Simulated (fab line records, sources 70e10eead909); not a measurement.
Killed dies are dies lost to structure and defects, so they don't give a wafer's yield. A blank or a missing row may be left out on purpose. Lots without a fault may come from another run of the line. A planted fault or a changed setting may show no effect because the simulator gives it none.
Which tool did it? | flow nand_harc | 12 lots, 36 wafers sampled, at 6 steps of a route of 1302

WHAT THE GAUGES READ, wafer by wafer
NHARC_A_BLC_INSPECT_28.
lot  | measured     | on                | raw_defect_count
L694 | day 23 05:48 | defect_inspect-02 | 472 603 487
L695 | day 23 08:50 | defect_inspect-01 | 374 487 564
L699 | day 25 16:13 | defect_inspect-02 | 436 360 490
L701 | day 26 20:47 | defect_inspect-01 | 563 430 427
L703 | day 26 21:35 | defect_inspect-02 | 452 461 462
L702 | day 27 15:45 | defect_inspect-01 | 336 415 444
L704 | day 28 01:22 | defect_inspect-01 | 521 398 403
L705 | day 28 17:13 | defect_inspect-02 | 727 511 706
L708 | day 28 20:29 | defect_inspect-01 | 407 519 598
L706 | day 29 01:52 | defect_inspect-01 | 467 391 509
L715 | day 31 17:52 | defect_inspect-01 | 602 508 435
L714 | day 31 19:42 | defect_inspect-01 | 531 479 581

NHARC_A_M0_OVL_MEAS_10: pitch 160 nm.
lot  | measured     | on         | overlay_x_nm (nm) | overlay_y_nm (nm)
L694 | day 23 06:47 | overlay-01 | -0.1 -0.1 -0.2    | -0.6 -1.1 -1.2
L695 | day 23 09:42 | overlay-01 | -0.6 -0.4 -0.8    | -0.1 0.3 -0.3
L699 | day 25 17:13 | overlay-02 | -0.4 0.1 -0.4     | -0.1 -0.4 -0.1
L701 | day 26 21:46 | overlay-02 | 1.7 0.8 1.9       | 1.4 1.8 1.3
L703 | day 26 22:36 | overlay-02 | -0.4 -0.7 -0.6    | -0.6 -1.1 -1.1
L702 | day 27 16:37 | overlay-02 | 0.5 1.3 1.1       | 1.1 1.3 0.9
L704 | day 28 02:22 | overlay-02 | -0.3 -0.3 -0.1    | 0.2 -0.3 -0.4
L705 | day 28 18:11 | overlay-01 | 0.2 0.0 -0.5      | 0.2 0.8 0.5
L708 | day 28 21:28 | overlay-02 | -0.9 -0.3 -0.5    | -0.5 -0.3 -0.5
L706 | day 29 02:46 | overlay-01 | 0.1 0.4 0.0       | 1.6 1.4 1.4
L715 | day 31 18:51 | overlay-02 | 1.1 0.7 0.2       | -1.1 -0.8 -0.4
L714 | day 31 20:41 | overlay-02 | 0.3 0.7 0.6       | 0.5 0.2 1.0

NHARC_A_M0_THK_MEAS_24: measures by xrf.
lot  | measured     | on            | thk_nm (nm)
L694 | day 23 09:18 | film_metro-01 | 115.2 111.2 114.1
L695 | day 23 12:17 | film_metro-01 | 115.4 113.0 112.3
L699 | day 25 19:38 | film_metro-01 | 112.9 115.6 113.4
L701 | day 27 00:16 | film_metro-02 | 114.9 111.7 113.5
L703 | day 27 01:04 | film_metro-02 | 115.4 118.7 116.5
L702 | day 27 19:01 | film_metro-01 | 404.0 410.0 406.2
L704 | day 28 04:48 | film_metro-01 | 396.0 395.4 401.0
L705 | day 28 20:38 | film_metro-01 | 116.3 113.7 114.4
L708 | day 28 23:58 | film_metro-02 | 115.7 112.2 114.6
L706 | day 29 05:10 | film_metro-02 | 115.5 112.3 116.1
L715 | day 31 21:17 | film_metro-01 | 111.9 113.9 112.0
L714 | day 31 23:07 | film_metro-02 | 112.6 115.6 115.3

NHARC_END_SORT_01.
lot  | measured     | on        | defect_limited_yield (%) | killed_at_array | killed_at_other | killed_at_periphery | killed_dies | killed_open | killed_short
L702 | day 29 11:46 | prober-02 | 0 0 0                    | 672 673 671     | 0 1 1           | 5 3 5               | 677 677 677 | 4 5 6       | 2 0 4
L704 | day 29 21:49 | prober-01 | 0 0 0                    | 675 675 672     | 1 0 0           | 1 2 5               | 677 677 677 | 3 4 2       | 3 3 1

WHICH TOOL RAN EACH LOT (tool, then ch and the chambers of the sampled wafers, then the start)
lot  | NHARC_A_BLC_ETCH_17                           | NHARC_A_M0_CMP_23
L694 | rie_diel-10 ch 0,3, day 23 05:48 or earlier   | cmp-02 ch 1,2,3, day 23 08:59
L695 | rie_diel-10 ch 0,1,3, day 23 08:50 or earlier | cmp-04 ch 0,3, day 23 12:01
L699 | rie_diel-10 ch 1,2,3, day 25 16:13 or earlier | cmp-02 ch 0,1, day 25 19:19
L701 | rie_diel-04 ch 0,2, day 26 20:47 or earlier   | cmp-02 ch 0,3, day 26 23:57
L703 | rie_diel-04 ch 0,1,2, day 26 21:35 or earlier | cmp-01 ch 0,2,3, day 27 00:46
L702 | rie_diel-04 ch 1,3, day 27 15:45 or earlier   | cmp-04 ch 0,3, day 27 18:44
L704 | rie_diel-04 ch 0,3, day 28 01:22 or earlier   | cmp-04 ch 0,1, day 28 04:29
L705 | rie_diel-10 ch 0,1,2, day 28 17:13 or earlier | cmp-02 ch 0,1,2, day 28 20:21
L708 | rie_diel-10 ch 0,1,2, day 28 20:29 or earlier | cmp-01 ch 0,2,3, day 28 23:39
L706 | rie_diel-10 ch 0,1,3, day 29 01:52 or earlier | cmp-02 ch 0,1,2, day 29 04:55
L715 | rie_diel-01 ch 1,2, day 31 17:52 or earlier   | cmp-04 ch 0,3, day 31 20:58
L714 | rie_diel-04 ch 0,2,3, day 31 19:42 or earlier | cmp-01 ch 1,2,3, day 31 22:50
- NHARC_A_BLC_ETCH_17: etches the open film in N2/H2, target depth 390 nm, time 609.38 s.
- NHARC_A_M0_CMP_23: polishes, t overpolish 20 s, target thk 113.75 nm.

WHAT THE TOOLS THEMSELVES READ (means of the sampled wafers that have a number; where no wafer has one, the mark that the record gives instead)
NHARC_A_BLC_ETCH_17.
lot  | tool        | drypump_motor_current_A (A) | h2_flow_sccm (sccm) | oes_product_au (a.u.) | rf_vpp_V (V) | showerhead_plenum_p_Torr (Torr) | throttle_valve_pct (%)
L694 | rie_diel-10 | 5.1                         | 149.9               | 0.987                 | 428.2        | 1.94                            | 14.174
L695 | rie_diel-10 | 5.1                         | 150.0               | 1.004                 | 428.8        | 1.95                            | 14.173
L699 | rie_diel-10 | 5.1                         | 150.1               | 1.003                 | 429.0        | 1.98                            | 14.169
L701 | rie_diel-04 | 5.4                         | 150.1               | 1.007                 | 429.2        | 1.99                            | 14.176
L703 | rie_diel-04 | 5.8                         | 149.7               | 0.994                 | 431.8        | 2.06                            | 14.165
L702 | rie_diel-04 | 6.0                         | 149.7               | 1.013                 | 433.3        | 2.14                            | 14.164
L704 | rie_diel-04 | 5.6                         | 150.1               | 1.010                 | 431.6        | 2.10                            | 14.178
L705 | rie_diel-10 | 5.1                         | 149.6               | 1.006                 | 429.9        | 2.02                            | 14.180
L708 | rie_diel-10 | 5.1                         | 149.3               | 1.006                 | 429.8        | 2.02                            | 14.168
L706 | rie_diel-10 | 5.1                         | 149.6               | 0.994                 | 427.9        | 1.95                            | 14.176
L715 | rie_diel-01 | 5.9                         | 149.9               | 1.005                 | 431.5        | 2.10                            | 14.172
L714 | rie_diel-04 | 5.4                         | 150.4               | 0.993                 | 431.3        | 2.05                            | 14.182

NHARC_A_M0_CMP_23.
lot  | tool   | edge_zone_pressure_frac | motor_current_A (A) | time_to_endpoint_s (s)
L694 | cmp-02 | 0.999                   | 12.0                | 27.0
L695 | cmp-04 | 1.001                   | 14.2                | 29.0
L699 | cmp-02 | 1.003                   | 11.1                | 29.5
L701 | cmp-02 | 1.000                   | 12.7                | 31.6
L703 | cmp-01 | 0.998                   | 10.6                | 33.2
L702 | cmp-04 | -                       | -                   | -
L704 | cmp-04 | -                       | -                   | -
L705 | cmp-02 | 0.996                   | 11.4                | 32.1
L708 | cmp-01 | 1.004                   | 11.1                | 30.1
L706 | cmp-02 | 0.999                   | 11.2                | 32.9
L715 | cmp-04 | 1.001                   | 13.0                | 31.3
L714 | cmp-01 | 1.000                   | 11.2                | 29.3

THE ANSWER, worked out from the rows above alone
Rule: what is usual is taken from the lots themselves. Put in order of their means at a reading, lots are off if they are a third of the lots or fewer, leave a main group of 4 or more, and stand apart from it by a gap of 3 or more times the standard deviation of the main group's means; of several such gaps the widest counts. A main group whose means are all the same, to the digits that the tables above print for the reading, isn't used. A lot without any number at a reading at which 4 lots or more have one is off too. The other lots that the step has rows for count as sound. The gauges are gone through in route order, then the tools' own readings, and for those a lot's mean is taken as printed above. The first step at which some lot is off is used, and at that step the reading that is off furthest; a lot without a number counts as furthest.
Off: L702, L704, at NHARC_A_M0_THK_MEAS_24 (thk_nm). The main group: mean 114.2 nm, standard deviation 1.1.
A tool fits if, at a process step before that reading, it ran every lot that is off, and no sound lot after the first of them. The gauges at NHARC_A_M0_THK_MEAS_24 aren't tried: what is off there is off at NHARC_A_M0_CMP_23 too, on other tools, and a gauge's error can't cause that. NHARC_A_BLC_ETCH_17 gives no start for some lots, so the hours and the order of its lots are those of NHARC_A_BLC_INSPECT_28. None of those tried fits.

WHAT THE SIMULATOR HAD PUT IN
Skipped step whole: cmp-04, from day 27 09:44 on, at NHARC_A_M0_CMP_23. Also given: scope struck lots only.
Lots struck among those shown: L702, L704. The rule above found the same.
